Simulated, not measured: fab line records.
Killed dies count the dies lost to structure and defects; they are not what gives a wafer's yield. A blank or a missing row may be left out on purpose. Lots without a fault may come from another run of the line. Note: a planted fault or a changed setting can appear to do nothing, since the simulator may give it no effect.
Check for tools in common :: flow n5Finfet :: 9 lots and 27 wafers in the sample

## THE REASON FOR OPENING IT
On 3 of the 9 lots, a flag is raised at N5_MOL_CONTACT_COAG_INSPECT_97 on the reading rawDefectCount. Fault-free wafers read 48, with a standard deviation of 19.
Rule: a lot is flagged in two cases, either no wafer of it has a number, or all its wafers with numbers fall more than 4 standard deviations from that mean. As for the other lots, they are considered sound.

lot: L864
measured: day 5 15:58
on: defectInspect-01
rawDefectCount, wafer by wafer: 42 42 32
flag: 

lot: L866
measured: day 6 07:29
on: defectInspect-01
rawDefectCount, wafer by wafer: 71 43 105
flag: 

lot: L871
measured: day 7 10:43
on: defectInspect-01
rawDefectCount, wafer by wafer: 57 17 29
flag: 

lot: L874
measured: day 8 03:21
on: defectInspect-01
rawDefectCount, wafer by wafer: 42 46 18
flag: 

lot: L875
measured: day 8 07:20
on: defectInspect-01
rawDefectCount, wafer by wafer: 1339 1278 1247
flag: FLAGGED

lot: L876
measured: day 8 13:49
on: defectInspect-02
rawDefectCount, wafer by wafer: 1294 1299 1302
flag: FLAGGED

lot: L877
measured: day 9 01:33
on: defectInspect-01
rawDefectCount, wafer by wafer: 1245 1232 1218
flag: FLAGGED

lot: L886
measured: day 11 02:19
on: defectInspect-01
rawDefectCount, wafer by wafer: 70 46 46
flag: 

lot: L885
measured: day 11 06:55
on: defectInspect-02
rawDefectCount, wafer by wafer: 43 60 56
flag: 
On average the flagged lots' numbers are 1273, which is +1225 against the usual, or +64 standard deviations.

## LOT BY LOT: THE TOOL USED
The record holds 3 process steps before the reading, out of a route of 1938 steps. In each cell: the tool, then ch and the chambers that the sampled wafers went through, then the start.
lot: L864
flag: 
N5_MOL_CONTACT_COAG_DESCUM_45: rieDiel-03 ch 1,2, day 5 10:40
N5_MOL_CONTACT_COAG_ETCH_124: rieDiel-03 ch 1,2, day 5 11:24
N5_MOL_CONTACT_COAG_CMP_52: cmp-04 ch 0,1,3, day 5 12:42

lot: L866
flag: 
N5_MOL_CONTACT_COAG_DESCUM_45: rieDiel-03 ch 0,3, day 6 02:38
N5_MOL_CONTACT_COAG_ETCH_124: rieDiel-05 ch 1,3, day 6 03:14
N5_MOL_CONTACT_COAG_CMP_52: cmp-01 ch 0,3, day 6 04:08

lot: L871
flag: 
N5_MOL_CONTACT_COAG_DESCUM_45: rieDiel-05 ch 0,1, day 7 06:04
N5_MOL_CONTACT_COAG_ETCH_124: rieDiel-05 ch 0,2, day 7 06:34
N5_MOL_CONTACT_COAG_CMP_52: cmp-01 ch 1,2, day 7 07:23

lot: L874
flag: 
N5_MOL_CONTACT_COAG_DESCUM_45: rieDiel-04 ch 1,3, day 7 22:29
N5_MOL_CONTACT_COAG_ETCH_124: rieDiel-05 ch 2,3, day 7 22:59
N5_MOL_CONTACT_COAG_CMP_52: cmp-03 ch 0,2,3, day 7 23:50

lot: L875
flag: FLAGGED
N5_MOL_CONTACT_COAG_DESCUM_45: rieDiel-04 ch 0,1,3, day 8 01:59
N5_MOL_CONTACT_COAG_ETCH_124: rieDiel-05 ch 0,3, day 8 03:12
N5_MOL_CONTACT_COAG_CMP_52: cmp-01 ch 1,3, day 8 04:01

lot: L876
flag: FLAGGED
N5_MOL_CONTACT_COAG_DESCUM_45: rieDiel-03 ch 0,1,2, day 8 09:10
N5_MOL_CONTACT_COAG_ETCH_124: rieDiel-03 ch 0,2,3, day 8 09:42
N5_MOL_CONTACT_COAG_CMP_52: cmp-01 ch 0,1,2, day 8 10:28

lot: L877
flag: FLAGGED
N5_MOL_CONTACT_COAG_DESCUM_45: rieDiel-04 ch 1,2,3, day 8 20:26
N5_MOL_CONTACT_COAG_ETCH_124: rieDiel-04 ch 1,2,3, day 8 21:24
N5_MOL_CONTACT_COAG_CMP_52: cmp-04 ch 2,3, day 8 22:11

lot: L886
flag: 
N5_MOL_CONTACT_COAG_DESCUM_45: rieDiel-04 ch 0,2, day 10 21:06
N5_MOL_CONTACT_COAG_ETCH_124: rieDiel-04 ch 1,3, day 10 22:11
N5_MOL_CONTACT_COAG_CMP_52: cmp-04 ch 2,3, day 10 22:59

lot: L885
flag: 
N5_MOL_CONTACT_COAG_DESCUM_45: rieDiel-04 ch 0,1,2, day 11 01:35
N5_MOL_CONTACT_COAG_ETCH_124: rieDiel-03 ch 1,2, day 11 02:45
N5_MOL_CONTACT_COAG_CMP_52: cmp-04 ch 0,1,2, day 11 03:34
What is done by these steps:
- N5_MOL_CONTACT_COAG_DESCUM_45: chemistry O2, time 7 s.
- N5_MOL_CONTACT_COAG_ETCH_124: etches SiNx in CH3F/O2, stops on SiOC, target depth 6.5 nm.
- N5_MOL_CONTACT_COAG_CMP_52: polishes, stops on SiO2, t overpolish 1.5 s, target thk 66.5 nm.
- N5_MOL_CONTACT_COAG_INSPECT_97: inspects for defects (darkfield).

## FLAGGED AGAINST TOTAL, ONE TOOL AT A TIME (gauges that did the reading follow at the end)
step: N5_MOL_CONTACT_COAG_DESCUM_45
tool: rieDiel-03
lots run: 3
flagged: 1
share of the flagged lots: some
sound lots run after its first flagged lot: 0

step: N5_MOL_CONTACT_COAG_DESCUM_45
tool: rieDiel-04
lots run: 5
flagged: 2
share of the flagged lots: some
sound lots run after its first flagged lot: 2 (L886,L885)

step: N5_MOL_CONTACT_COAG_DESCUM_45
tool: rieDiel-05
lots run: 1
flagged: 0
share of the flagged lots: none
sound lots run after its first flagged lot: -

step: N5_MOL_CONTACT_COAG_ETCH_124
tool: rieDiel-03
lots run: 3
flagged: 1
share of the flagged lots: some
sound lots run after its first flagged lot: 1 (L885)

step: N5_MOL_CONTACT_COAG_ETCH_124
tool: rieDiel-04
lots run: 2
flagged: 1
share of the flagged lots: some
sound lots run after its first flagged lot: 1 (L886)

step: N5_MOL_CONTACT_COAG_ETCH_124
tool: rieDiel-05
lots run: 4
flagged: 1
share of the flagged lots: some
sound lots run after its first flagged lot: 0

step: N5_MOL_CONTACT_COAG_CMP_52
tool: cmp-01
lots run: 4
flagged: 2
share of the flagged lots: some
sound lots run after its first flagged lot: 0

step: N5_MOL_CONTACT_COAG_CMP_52
tool: cmp-03
lots run: 1
flagged: 0
share of the flagged lots: none
sound lots run after its first flagged lot: -

step: N5_MOL_CONTACT_COAG_CMP_52
tool: cmp-04
lots run: 4
flagged: 1
share of the flagged lots: some
sound lots run after its first flagged lot: 2 (L886,L885)

step: N5_MOL_CONTACT_COAG_INSPECT_97
tool: defectInspect-01
lots run: 7
flagged: 2
share of the flagged lots: some
sound lots run after its first flagged lot: 1 (L886)

step: N5_MOL_CONTACT_COAG_INSPECT_97
tool: defectInspect-02
lots run: 2
flagged: 1
share of the flagged lots: some
sound lots run after its first flagged lot: 1 (L885)

## WHAT IS ALLOWED BY THE TABLE
No row of the table ran every flagged lot.

## WHAT THE SIMULATOR HAD INSERTED
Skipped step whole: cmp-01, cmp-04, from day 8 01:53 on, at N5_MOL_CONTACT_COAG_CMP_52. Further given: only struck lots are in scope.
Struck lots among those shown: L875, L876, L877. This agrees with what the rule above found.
